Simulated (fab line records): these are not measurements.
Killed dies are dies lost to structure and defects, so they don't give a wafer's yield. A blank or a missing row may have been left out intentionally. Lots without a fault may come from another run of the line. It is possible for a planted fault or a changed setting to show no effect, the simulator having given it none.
Chamber matching | flow n5 finfet | N5_BEOL_M0_SAQP_MANDREL2_REMOVE_110 on rie si-05 has 4 sister chambers
The step chemistry HBr/Cl2/O2, target a-Si, stops on SiCN, bt time 10 s. 20 wafers are shown with their chamber, then 10 later ones without.

WAFERS, EACH WITH ITS CHAMBER
wafer  | chamber | throttle valve pct (%) | drypump motor current A (A) | oes_o_777_au (a.u.)
L075.1 | 0       | 36.85                  | 5.0                         | 1.03
L075.2 | 2       | 36.89                  | 6.0                         | 1.05
L075.4 | 0       | 36.84                  | 5.1                         | 1.03
L077.1 | 0       | 36.84                  | 5.0                         | 1.03
L077.2 | 3       | 36.38                  | 5.5                         | 0.99
L077.6 | 1       | 36.61                  | 5.1                         | 1.01
L079.4 | 2       | 36.88                  | 6.0                         | 1.06
L079.5 | 3       | 36.37                  | 5.5                         | 0.99
L079.6 | 2       | 36.90                  | 6.0                         | 1.04
L084.1 | 1       | 36.62                  | 5.0                         | 1.01
L084.2 | 3       | 36.39                  | 5.5                         | 1.00
L084.4 | 0       | 36.84                  | 5.1                         | 1.03
L085.1 | 1       | 36.63                  | 5.1                         | 1.01
L085.2 | 3       | 36.38                  | 5.4                         | 1.00
L085.4 | 0       | 36.83                  | 5.1                         | 1.02
L086.1 | 2       | 36.89                  | 6.0                         | 1.05
L086.3 | 3       | 36.37                  | 5.4                         | 1.00
L086.4 | 0       | 36.82                  | 5.1                         | 1.03
L088.1 | 3       | 36.37                  | 5.4                         | 0.99
L088.2 | 1       | 36.63                  | 5.1                         | 1.01

SIGNATURES (means of the wafers above)
reading                 | chamber 0 | chamber 1 | chamber 2 | chamber 3 | scatter within a chamber
throttle valve pct      | 36.8367   | 36.6225   | 36.8900   | 36.3767   | 0.00916
drypump motor current A | 5.067     | 5.075     | 6.000     | 5.450     | 0.0473
oes_o_777_au            | 1.0283    | 1.0100    | 1.0500    | 0.9950    | 0.0052
Rule: for a wafer and a chamber, the distance is found by dividing, reading by reading, the gap between the wafer's reading and the chamber's mean by the reading's scatter, squaring, summing and taking the root. The wafer belongs to the nearest chamber; if the next one is less than 2 further off, it can't be placed. The scatter is the square root of a quotient: the sum, over the shown wafers, of each reading's squared deviation from its chamber's mean, divided by wafers minus chambers.

WAFERS WITHOUT THEIR CHAMBER
wafer  | throttle valve pct (%) | drypump motor current A (A) | oes_o_777_au (a.u.)
L088.3 | 36.84                  | 5.1                         | 1.04
L092.1 | 36.83                  | 5.1                         | 1.03
L092.3 | 36.64                  | 5.0                         | 1.02
L092.6 | 36.84                  | 5.1                         | 1.04
L091.3 | 36.84                  | 5.1                         | 1.04
L091.4 | 36.41                  | 5.4                         | 1.00
L091.6 | 36.38                  | 5.4                         | 1.00
L094.1 | 36.62                  | 5.1                         | 1.02
L094.2 | 36.85                  | 5.1                         | 1.02
L094.3 | 36.39                  | 5.5                         | 1.00

WHICH CHAMBER EACH WENT THROUGH
wafer  | from the rows above | in truth
L088.3 | 0                   | 0
L092.1 | 0                   | 0
L092.3 | 1                   | 1
L092.6 | 0                   | 0
L091.3 | 0                   | 0
L091.4 | 3                   | 3
L091.6 | 3                   | 3
L094.1 | 1                   | 1
L094.2 | 0                   | 0
L094.3 | 3                   | 3
Placed correctly: 10 of 10. From these rows, 0 cannot be placed. 0 placed wrongly.
